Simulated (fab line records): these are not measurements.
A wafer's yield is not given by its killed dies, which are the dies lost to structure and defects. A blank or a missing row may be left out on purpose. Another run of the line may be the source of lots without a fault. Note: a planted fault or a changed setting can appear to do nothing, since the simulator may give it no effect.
A lot that was struck, set against a sound lot	flow n5 finfet	31 out of 1938 route steps
Sound: wafers L599.1, L599.2, L599.6. The struck wafers were L607.1, L607.2, L607.4. Last of all comes the cause.
At each step with rows: each side's tool, then ch and its chambers, then its first start. Under that, the readings that differ: sound wafers	struck wafers	difference of the means	sigmas: that difference in standard deviations of wafers without a fault.
alike: readings whose means differ by less than 2 such deviations, and words and numbers that are the same on both sides. not compared: withheld readings, readings that some wafer has no value for, bounds like >300 that may hide the same value, and numbers for which the record gives no deviation and whose values overlap.
A row with sigmas, a row that says differs or no value, or rows on one side alone: a step with any of these is where the two part. Numbers that have no deviation but don't overlap get no sigmas and don't part them. A reading that every wafer of one side lacks parts them only if that side has two wafers or more.

first, 9 steps without rows for these wafers: N5_PASSIVATION_SOFTBAKE_25 (time 90 s); N5_PASSIVATION_EXPOSE_27 (exposes mask PAD, defocus 0 nm); N5_PASSIVATION_PEB_28; N5_PASSIVATION_DEVELOP_29 (develop time 60 s); N5_PASSIVATION_HARDBAKE_31 (time 120 s); N5_PASSIVATION_DESCUM_32 (chemistry O2, time 7.9 s); N5_PASSIVATION_AL_ETCH_33 (etches Al in Cl2/BCl3, stops on TaN, target depth 2800 nm, time 466.7 s); N5_PASSIVATION_ETCH_59 (etches TaN in Cl2/BCl3, target depth 65 nm, time 34.9 s); N5_PASSIVATION_STRIP_34 (strips in O2).
N5_PASSIVATION_STRIP_51: strips in post etch residue remover, time 1200 s.
  sound on wet bench-03 ch 0,2,6, day 13 05:32; struck on wet bench-03 ch 1,2,5, day 17 08:53
then, 20 steps without rows for these wafers: N5_PASSIVATION_CLEAN_69 (cleans in IPA, time 180 s); N5_PASSIVATION_SRD_70 (time 30 s); N5_PASSIVATION_PECVD_53 (deposits SiO2 from TEOS/O2, target thk 800 nm, time 169.4 s); N5_PASSIVATION_PECVD_35 (deposits SiNx from SiH4/NH3/N2, target thk 700 nm, time 151.3 s); N5_PASSIVATION_HMDS_37 (time 60 s); N5_PASSIVATION_COAT_38; N5_PASSIVATION_EBR_40; N5_PASSIVATION_SOFTBAKE_39 (time 120 s); N5_PASSIVATION_EXPOSE_41 (exposes mask PASS OPEN, defocus 0 nm, target cd 40000 nm); N5_PASSIVATION_PEB_42; N5_PASSIVATION_DEVELOP_43 (develop time 60 s); N5_PASSIVATION_HARDBAKE_45 (time 120 s); N5_PASSIVATION_DESCUM_46 (chemistry O2, time 7.9 s); N5_PASSIVATION_PASS_ETCH_47 (etches SiNx in CF4/O2, target depth 770 nm, time 385 s); N5_PASSIVATION_ETCH_54 (etches SiO2 in CHF3/O2, target depth 880 nm, time 440 s); N5_PASSIVATION_STRIP_48 (strips in O2); N5_PASSIVATION_STRIP_52 (strips in post etch residue remover, time 1200 s); N5_PASSIVATION_CLEAN_71 (cleans in IPA, time 180 s); N5_PASSIVATION_SRD_72 (time 30 s); N5_PASSIVATION_ANNEAL_56 (time 1800 s).
N5_PASSIVATION_PROBE_49:
  sound on prober-01 at day 13 10:03; struck on prober-01 at day 17 13:20
reading	sound	struck	difference	sigmas
defect limited yield (%)	88.8 90.7 91.4	80.9 83.5 81.0	-8.5	-6
killed_at_M0_to_M3	70 36 41	26 24 29	-23	-2
killed at other	0 0 0	144 96 133	+124	+52
killed dies	132 110 101	225 195 224	+100	+6
sort_bin_5_function (%)	7.1 5.6 5.3	12.3 9.6 11.9	+5.3	+5
sort n pass	1048 1070 1079	955 985 956	-100	-6
sort yield pct (%)	88.8 90.7 91.4	80.9 83.5 81.0	-8.5	-6
  alike: killed_at_M4_up, killed at contacts, killed at front end, killed open, killed short, sort_bin_6_memory

WHERE THEY PART
N5_PASSIVATION_PROBE_49 only, going by this record.

WHY: what had been put in by the simulator
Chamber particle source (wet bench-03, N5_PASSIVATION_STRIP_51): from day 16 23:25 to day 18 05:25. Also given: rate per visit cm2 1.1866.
